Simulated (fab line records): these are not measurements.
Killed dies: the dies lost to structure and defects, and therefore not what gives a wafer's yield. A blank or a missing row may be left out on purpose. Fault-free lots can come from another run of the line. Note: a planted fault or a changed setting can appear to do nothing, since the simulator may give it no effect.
A lot that was struck, set against a sound lot + flow n5 finfet + 37 steps out of a route of 1938
Sound: wafers L872.2, L872.3, L872.5. Struck: wafers L873.3, L873.5 (left out: L873.6, a lot-mate that was not struck); the cause follows at the end.
Per side, at each step with rows, come the tool, then ch with its chambers, and then its first start. Under that, the readings that differ: sound wafers + struck wafers + difference of the means + sigmas: that difference in standard deviations of wafers without a fault.
alike: readings with means less than 2 such deviations apart, plus words and numbers identical on both sides. not compared: withheld readings, readings lacking a value on some wafer, bounds such as >300 that could conceal the same value, and numbers that have no deviation in the record and whose values overlap.
A row with sigmas, a row that says differs or no value, or rows on one side alone: a step with any of these is where the two part. Non-overlapping numbers with no deviation appear without sigmas and do not part them. A reading missing from all wafers of one side parts the sides only when that side holds two or more wafers.

first, 9 steps without rows for these wafers: N5_BEOL_M4_ANNEAL_95 (time 240 s); N5_BEOL_M4_SPUTTER_96 (material Cu, target thk 4.5 nm, time 8.29 s); N5_BEOL_M4_ECD_50 (material Cu, target thk 300 nm); N5_BEOL_M4_ANNEAL_51 (time 90 s); N5_BEOL_M4_CMP_52 (polishes, stops on SiOC, t overpolish 6.8 s, target thk 40 nm); N5_BEOL_M4_PRE_CLEAN_60 (time 15 s); N5_BEOL_M4_CO_CAP_55 (material Co, precursor CCTBA/H2, target thk 2 nm, time 102.1 s); N5_BEOL_M4_PRE_CLEAN_56 (time 15 s); N5_BEOL_M4_DEP_57 (deposits SiCN from 3MS/NH3, target thk 8 nm, time 14 s).
N5_BEOL_M4_RC_MEAS_101:
  sound on prober-01 ch 0, day 12 06:25; struck on prober-01 ch 0, day 12 12:02
  alike: DIBL_N, DIBL_P, IOFF_N, IOFF_P, ION_N, ION_P, SS_N, SS_P, VT_N, VT_P
N5_BEOL_M5_ILD_DEP_00: deposits SiCOH lowk from DEMS/porogen, target thk 140.64 nm, time 25.9 s.
  sound on pecvd-03 ch 0,1, day 12 07:13; struck on pecvd-03 ch 1,2, day 12 12:41
| reading                                            | sound           | struck    | difference | sigmas |
|----------------------------------------------------|-----------------|-----------|------------|--------|
| model.SiCOH_lowk_of_BEOL_M5_ILD_DEP_00.thk nm (nm) | 139.2 137 140.8 | 49.6 51.8 | -88.3      |        |
  alike: heater power w, showerhead plenum p Torr, throttle valve pct
then, 1 step without rows for these wafers: N5_BEOL_M5_CURE_79 (cures SiCOH lowk, time 240 s).
N5_BEOL_M5_THK_MEAS_01:
  sound on film metro-02 at day 12 07:49; struck on film metro-02 at day 12 13:16
| reading         | sound             | struck    | difference | sigmas |
|-----------------|-------------------|-----------|------------|--------|
| M5_ILD_THK (nm) | 119.7 117.8 121.3 | 42.4 44.4 | -76.2      | -48    |
then, 22 steps without rows for these wafers: N5_BEOL_M5_PECVD_70 (deposits SiO2 from TEOS/O2, target thk 16 nm, time 18 s); N5_BEOL_M5_HM_DEP_02 (deposits TiN, target thk 20 nm); N5_BEOL_M5_COAT_59 (time 60 s, resist thk 60 nm); N5_BEOL_M5_COAT_60 (time 60 s, resist thk 12 nm); N5_BEOL_M5_COAT_71 (time 60 s, resist thk 5 nm); N5_BEOL_M5_COAT_05 (resist thk 30 nm); N5_BEOL_M5_EBR_07; N5_BEOL_M5_SOFTBAKE_06 (time 60 s); N5_BEOL_M5_EXPOSE_08 (exposes mask M5, target cd 28 nm); N5_BEOL_M5_PEB_09 (peb time 60 s); N5_BEOL_M5_DEVELOP_10 (develop time 30 s); N5_BEOL_M5_DESCUM_16 (chemistry O2, time 7 s); N5_BEOL_M5_ETCH_72 (etches underlayer in N2/H2, target depth 6.5 nm, time 5.2 s); N5_BEOL_M5_ETCH_61 (etches SiARC in CF4, target depth 15.6 nm, time 26 s); N5_BEOL_M5_ETCH_62 (etches SOC in N2/H2, target depth 75 nm, overetch 15 nm, time 112.5 s); N5_BEOL_M5_STRIP_63 (strips in N2/H2); N5_BEOL_M5_STRIP_73 (strips in N2/H2); N5_BEOL_M5_STRIP_64 (strips in CF4); N5_BEOL_M5_HM_OPEN_17 (chemistry Cl2/BCl3, target TiN, target depth 20 nm, overetch 6 nm); N5_BEOL_M5_STRIP_19 (strips in O2); N5_BEOL_M5_COAT_65 (time 60 s, resist thk 60 nm); N5_BEOL_M5_COAT_66 (time 60 s, resist thk 12 nm).
N5_BEOL_M5_CMP_52: polishes, stops on SiCOH lowk, t overpolish 6.9 s, target thk 62 nm.
  sound on cmp-01 ch 0,1,3, day 12 18:22; struck on cmp-04 ch 1,3, day 13 01:01
| reading                                            | sound             | struck    | difference | sigmas |
|----------------------------------------------------|-------------------|-----------|------------|--------|
| model.SiCOH_lowk_of_BEOL_M5_ILD_DEP_00.thk nm (nm) | 116.8 114.8 118.2 | 39.4 41.4 | -76.2      |        |
  alike: motor current A
  not compared: pad life wafers
-- the record jumps here: 4 days lie between the struck wafers' starts before and after (it left off in module BEOL_M5 and takes up again in module PASSIVATION, whose first step shown is number 1936 of the route) --
N5_PASSIVATION_PROBE_49:
  sound on prober-01 at day 16 15:39; struck on prober-01 at day 17 04:47
| reading                  | sound          | struck    | difference | sigmas      |
|--------------------------|----------------|-----------|------------|-------------|
| defect limited yield (%) | 91.3 90.9 93.2 | 0.1 0     | -91.8      | -61         |
| killed_at_M4_up          | 14 10 8        | 1087 1083 | +1074      | +99 or more |
| killed dies              | 103 107 80     | 1179 1180 | +1083      | +60         |
| killed on rim            | 15 18 16       | 152 152   | +136       | +33         |
| sort n pass              | 1077 1073 1100 | 1 0       | -1083      | -60         |
| sort yield pct (%)       | 91.3 90.9 93.2 | 0.1 0     | -91.8      | -61         |
  alike: killed_at_M0_to_M3, killed at contacts, killed at front end, killed at other, killed open, killed short, sort_bin_4_leakage, sort_bin_5_function, sort_bin_6_memory

WHERE THEY PART
Last at N5_PASSIVATION_PROBE_49 as far as this record goes, first at N5_BEOL_M5_THK_MEAS_01.

WHY: what had been put in by the simulator
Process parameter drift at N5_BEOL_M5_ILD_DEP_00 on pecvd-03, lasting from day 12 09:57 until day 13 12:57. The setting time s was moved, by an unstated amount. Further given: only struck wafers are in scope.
